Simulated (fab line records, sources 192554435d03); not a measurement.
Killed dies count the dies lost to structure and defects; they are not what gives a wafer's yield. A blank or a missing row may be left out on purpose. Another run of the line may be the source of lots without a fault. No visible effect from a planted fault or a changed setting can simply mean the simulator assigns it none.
What tool caused it? / flow n5-finfet / 31 wafers from 11 lots sampled at 4 of the route's 1938 steps

== WHAT THE GAUGES READ, wafer by wafer ==
The record holds no reading of a measuring or inspecting step that can be judged against a usual standard deviation.

== WHAT TOOL EACH LOT RAN ON (gives the tool, then ch and the chambers of the sampled wafers, and finally the start) ==
lot=L671; N5_MIM_TOP_ALD_02=ald-hk-01 ch 1,2,3, day 13 06:10 or earlier; N5_MIM_BOT_ETCH_ETCH_03=rie-metal-02 ch 0,1, day 13 06:10; N5_MIM_BOT_ETCH_STRIP_01=rie-diel-05 ch 0,2,3, day 13 06:23; N5_PASSIVATION_PECVD_55=pecvd-04 ch 0,2, day 13 06:56
lot=L673; N5_MIM_TOP_ALD_02=ald-hk-01 ch 0,2,3, day 14 04:33 or earlier; N5_MIM_BOT_ETCH_ETCH_03=rie-metal-03 ch 0,1, day 14 04:33; N5_MIM_BOT_ETCH_STRIP_01=rie-diel-04 ch 0,3, day 14 04:47; N5_PASSIVATION_PECVD_55=pecvd-03 ch 1,2, day 14 05:19
lot=L675; N5_MIM_TOP_ALD_02=ald-hk-03 ch 0,3, day 14 14:04 or earlier; N5_MIM_BOT_ETCH_ETCH_03=rie-metal-01 ch 0,1, day 14 14:04; N5_MIM_BOT_ETCH_STRIP_01=rie-diel-04 ch 1,2, day 14 14:20; N5_PASSIVATION_PECVD_55=pecvd-03 ch 1,2, day 14 14:50
lot=L677; N5_MIM_TOP_ALD_02=ald-hk-02 ch 1,3, day 15 01:10 or earlier; N5_MIM_BOT_ETCH_ETCH_03=rie-metal-03 ch 0,1, day 15 01:10; N5_MIM_BOT_ETCH_STRIP_01=rie-diel-04 ch 2,3, day 15 01:23; N5_PASSIVATION_PECVD_55=pecvd-02 ch 0,2, day 15 01:53
lot=L676; N5_MIM_TOP_ALD_02=ald-hk-01 ch 1,2,3, day 15 06:05 or earlier; N5_MIM_BOT_ETCH_ETCH_03=rie-metal-03 ch 0,1, day 15 06:05; N5_MIM_BOT_ETCH_STRIP_01=rie-diel-05 ch 0,2, day 15 06:19; N5_PASSIVATION_PECVD_55=pecvd-02 ch 0,2, day 15 07:13
lot=L678; N5_MIM_TOP_ALD_02=ald-hk-03 ch 0,3, day 16 05:07 or earlier; N5_MIM_BOT_ETCH_ETCH_03=rie-metal-03 ch 0,1, day 16 05:07; N5_MIM_BOT_ETCH_STRIP_01=rie-diel-02 ch 2, day 16 05:22; N5_PASSIVATION_PECVD_55=pecvd-02 ch 0,2, day 16 05:52
lot=L683; N5_MIM_TOP_ALD_02=ald-hk-02 ch 0,1,3, day 16 14:26 or earlier; N5_MIM_BOT_ETCH_ETCH_03=rie-metal-02 ch 1, day 16 14:26; N5_MIM_BOT_ETCH_STRIP_01=rie-diel-05 ch 0,1, day 16 14:52; N5_PASSIVATION_PECVD_55=pecvd-02 ch 0,2, day 16 15:23
lot=L685; N5_MIM_TOP_ALD_02=ald-hk-01 ch 1,3, day 17 01:34 or earlier; N5_MIM_BOT_ETCH_ETCH_03=rie-metal-02 ch 0,1, day 17 01:34; N5_MIM_BOT_ETCH_STRIP_01=rie-diel-04 ch 2,3, day 17 01:48; N5_PASSIVATION_PECVD_55=pecvd-02 ch 0,2, day 17 02:20
lot=L689; N5_MIM_TOP_ALD_02=ald-hk-01 ch 0,1,2, day 18 01:20 or earlier; N5_MIM_BOT_ETCH_ETCH_03=rie-metal-02 ch 0,1, day 18 01:20; N5_MIM_BOT_ETCH_STRIP_01=rie-diel-04 ch 1,3, day 18 01:34; N5_PASSIVATION_PECVD_55=pecvd-03 ch 1,2, day 18 02:04
lot=L687; N5_MIM_TOP_ALD_02=ald-hk-01 ch 0,1,3, day 18 03:02 or earlier; N5_MIM_BOT_ETCH_ETCH_03=rie-metal-01 ch 1, day 18 03:02; N5_MIM_BOT_ETCH_STRIP_01=rie-diel-05 ch 0,1, day 18 03:28; N5_PASSIVATION_PECVD_55=pecvd-03 ch 0,2, day 18 04:01
lot=L692; N5_MIM_TOP_ALD_02=ald-hk-01 ch 0,2,3, day 19 06:11 or earlier; N5_MIM_BOT_ETCH_ETCH_03=rie-metal-03 ch 0,1, day 19 06:11; N5_MIM_BOT_ETCH_STRIP_01=rie-diel-02 ch 0,1, day 19 06:31; N5_PASSIVATION_PECVD_55=pecvd-04 ch 0,1,2, day 19 07:01
- N5_MIM_TOP_ALD_02: deposits Al2O3, purge time 3 s, co reactant pulse time 3 s.
- N5_MIM_BOT_ETCH_ETCH_03: etches the open film in Cl2/BCl3, target depth 12 nm.
- N5_MIM_BOT_ETCH_STRIP_01: strips in O2.
- N5_PASSIVATION_PECVD_55: deposits SiO2 from SiH4/N2O, target thk 400 nm, time 22.5 s.

== WHAT THE TOOLS THEMSELVES READ (means of the sampled wafers that have a number; where no wafer has one, the mark that the record gives instead) ==
N5_MIM_TOP_ALD_02.
lot=L671 tool=ald-hk-01 precursor-pulse-height-rel=0.980
lot=L673 tool=ald-hk-01 precursor-pulse-height-rel=0.990
lot=L675 tool=ald-hk-03 precursor-pulse-height-rel=1.006
lot=L677 tool=ald-hk-02 precursor-pulse-height-rel=1.005
lot=L676 tool=ald-hk-01 precursor-pulse-height-rel=1.013
lot=L678 tool=ald-hk-03 precursor-pulse-height-rel=0.992
lot=L683 tool=ald-hk-02 precursor-pulse-height-rel=1.002
lot=L685 tool=ald-hk-01 precursor-pulse-height-rel=0.979
lot=L689 tool=ald-hk-01 precursor-pulse-height-rel=1.008
lot=L687 tool=ald-hk-01 precursor-pulse-height-rel=0.996
lot=L692 tool=ald-hk-01 precursor-pulse-height-rel=1.014

N5_MIM_BOT_ETCH_ETCH_03.
lot=L671; tool=rie-metal-02; drypump-motor-current-A (A)=5.3; oes-product-au (a.u.)=0.70; throttle-valve-pct (%)=27.68
lot=L673; tool=rie-metal-03; drypump-motor-current-A (A)=6.0; oes-product-au (a.u.)=0.80; throttle-valve-pct (%)=27.51
lot=L675; tool=rie-metal-01; drypump-motor-current-A (A)=5.8; oes-product-au (a.u.)=0.66; throttle-valve-pct (%)=27.71
lot=L677; tool=rie-metal-03; drypump-motor-current-A (A)=5.8; oes-product-au (a.u.)=0.93; throttle-valve-pct (%)=27.48
lot=L676; tool=rie-metal-03; drypump-motor-current-A (A)=5.6; oes-product-au (a.u.)=0.90; throttle-valve-pct (%)=27.46
lot=L678; tool=rie-metal-03; drypump-motor-current-A (A)=5.8; oes-product-au (a.u.)=1.05; throttle-valve-pct (%)=27.49
lot=L683; tool=rie-metal-02; drypump-motor-current-A (A)=5.1; oes-product-au (a.u.)=0.72; throttle-valve-pct (%)=28.07
lot=L685; tool=rie-metal-02; drypump-motor-current-A (A)=5.3; oes-product-au (a.u.)=0.89; throttle-valve-pct (%)=27.57
lot=L689; tool=rie-metal-02; drypump-motor-current-A (A)=5.2; oes-product-au (a.u.)=0.79; throttle-valve-pct (%)=27.82
lot=L687; tool=rie-metal-01; drypump-motor-current-A (A)=5.5; oes-product-au (a.u.)=0.90; throttle-valve-pct (%)=27.93
lot=L692; tool=rie-metal-03; drypump-motor-current-A (A)=5.9; oes-product-au (a.u.)=0.76; throttle-valve-pct (%)=27.53

N5_MIM_BOT_ETCH_STRIP_01.
lot=L671; tool=rie-diel-05; drypump-motor-current-A (A)=5.9; oes-product-au (a.u.)=0.82; rf-vpp-V (V)=4.0; showerhead-plenum-p-Torr (Torr)=2.18; throttle-valve-pct (%)=16.56
lot=L673; tool=rie-diel-04; drypump-motor-current-A (A)=6.3; oes-product-au (a.u.)=0.78; rf-vpp-V (V)=3.1; showerhead-plenum-p-Torr (Torr)=2.17; throttle-valve-pct (%)=16.58
lot=L675; tool=rie-diel-04; drypump-motor-current-A (A)=6.1; oes-product-au (a.u.)=0.91; rf-vpp-V (V)=5.2; showerhead-plenum-p-Torr (Torr)=2.16; throttle-valve-pct (%)=16.45
lot=L677; tool=rie-diel-04; drypump-motor-current-A (A)=6.1; oes-product-au (a.u.)=0.89; rf-vpp-V (V)=3.0; showerhead-plenum-p-Torr (Torr)=2.04; throttle-valve-pct (%)=16.54
lot=L676; tool=rie-diel-05; drypump-motor-current-A (A)=5.7; oes-product-au (a.u.)=0.79; rf-vpp-V (V)=3.8; showerhead-plenum-p-Torr (Torr)=2.20; throttle-valve-pct (%)=16.60
lot=L678; tool=rie-diel-02; drypump-motor-current-A (A)=6.4; oes-product-au (a.u.)=0.86; rf-vpp-V (V)=3.8; showerhead-plenum-p-Torr (Torr)=2.04; throttle-valve-pct (%)=16.48
lot=L683; tool=rie-diel-05; drypump-motor-current-A (A)=5.4; oes-product-au (a.u.)=0.71; rf-vpp-V (V)=2.1; showerhead-plenum-p-Torr (Torr)=1.98; throttle-valve-pct (%)=16.80
lot=L685; tool=rie-diel-04; drypump-motor-current-A (A)=6.1; oes-product-au (a.u.)=0.82; rf-vpp-V (V)=4.3; showerhead-plenum-p-Torr (Torr)=2.03; throttle-valve-pct (%)=16.68
lot=L689; tool=rie-diel-04; drypump-motor-current-A (A)=6.1; oes-product-au (a.u.)=0.90; rf-vpp-V (V)=4.4; showerhead-plenum-p-Torr (Torr)=2.16; throttle-valve-pct (%)=16.26
lot=L687; tool=rie-diel-05; drypump-motor-current-A (A)=5.5; oes-product-au (a.u.)=0.70; rf-vpp-V (V)=3.6; showerhead-plenum-p-Torr (Torr)=2.07; throttle-valve-pct (%)=16.74
lot=L692; tool=rie-diel-02; drypump-motor-current-A (A)=5.4; oes-product-au (a.u.)=0.73; rf-vpp-V (V)=3.1; showerhead-plenum-p-Torr (Torr)=2.18; throttle-valve-pct (%)=16.63

N5_PASSIVATION_PECVD_55.
lot=L671; tool=pecvd-04; heater-power-w (W)=554; showerhead-plenum-p-Torr (Torr)=8.13; throttle-valve-pct (%)=50
lot=L673; tool=pecvd-03; heater-power-w (W)=545; showerhead-plenum-p-Torr (Torr)=8.19; throttle-valve-pct (%)=56
lot=L675; tool=pecvd-03; heater-power-w (W)=615; showerhead-plenum-p-Torr (Torr)=8.16; throttle-valve-pct (%)=53
lot=L677; tool=pecvd-02; heater-power-w (W)=662; showerhead-plenum-p-Torr (Torr)=8.19; throttle-valve-pct (%)=50
lot=L676; tool=pecvd-02; heater-power-w (W)=681; showerhead-plenum-p-Torr (Torr)=8.21; throttle-valve-pct (%)=49
lot=L678; tool=pecvd-02; heater-power-w (W)=692; showerhead-plenum-p-Torr (Torr)=8.16; throttle-valve-pct (%)=50
lot=L683; tool=pecvd-02; heater-power-w (W)=657; showerhead-plenum-p-Torr (Torr)=8.23; throttle-valve-pct (%)=49
lot=L685; tool=pecvd-02; heater-power-w (W)=672; showerhead-plenum-p-Torr (Torr)=8.22; throttle-valve-pct (%)=49
lot=L689; tool=pecvd-03; heater-power-w (W)=667; showerhead-plenum-p-Torr (Torr)=8.16; throttle-valve-pct (%)=53
lot=L687; tool=pecvd-03; heater-power-w (W)=679; showerhead-plenum-p-Torr (Torr)=8.15; throttle-valve-pct (%)=49
lot=L692; tool=pecvd-04; heater-power-w (W)=620; showerhead-plenum-p-Torr (Torr)=8.22; throttle-valve-pct (%)=52

== THE ANSWER, worked out from the rows above alone ==
Rule: usual is defined by the lots themselves. Put in order of their means at a reading, lots are off if they are a third of the lots or fewer, leave a main group of 4 or more, and stand apart from it by a gap of 3 or more times the standard deviation of the main group's means; of several such gaps the widest counts. The tables above print the reading to a certain number of digits; a main group whose means all agree to those digits is not used. A lot without any number at a reading at which 4 lots or more have one is off too. All remaining lots with rows at the step are treated as sound. Order of review: gauges by route order, followed by the tools' own readings, for which a lot's mean as printed above is used. The first step at which some lot is off is used, and at that step the reading that is off furthest; a lot without a number counts as furthest.
Across all readings shown, no lot is off: no conclusion can be drawn from this.

== WHAT HAD BEEN PUT IN BY THE SIMULATOR ==
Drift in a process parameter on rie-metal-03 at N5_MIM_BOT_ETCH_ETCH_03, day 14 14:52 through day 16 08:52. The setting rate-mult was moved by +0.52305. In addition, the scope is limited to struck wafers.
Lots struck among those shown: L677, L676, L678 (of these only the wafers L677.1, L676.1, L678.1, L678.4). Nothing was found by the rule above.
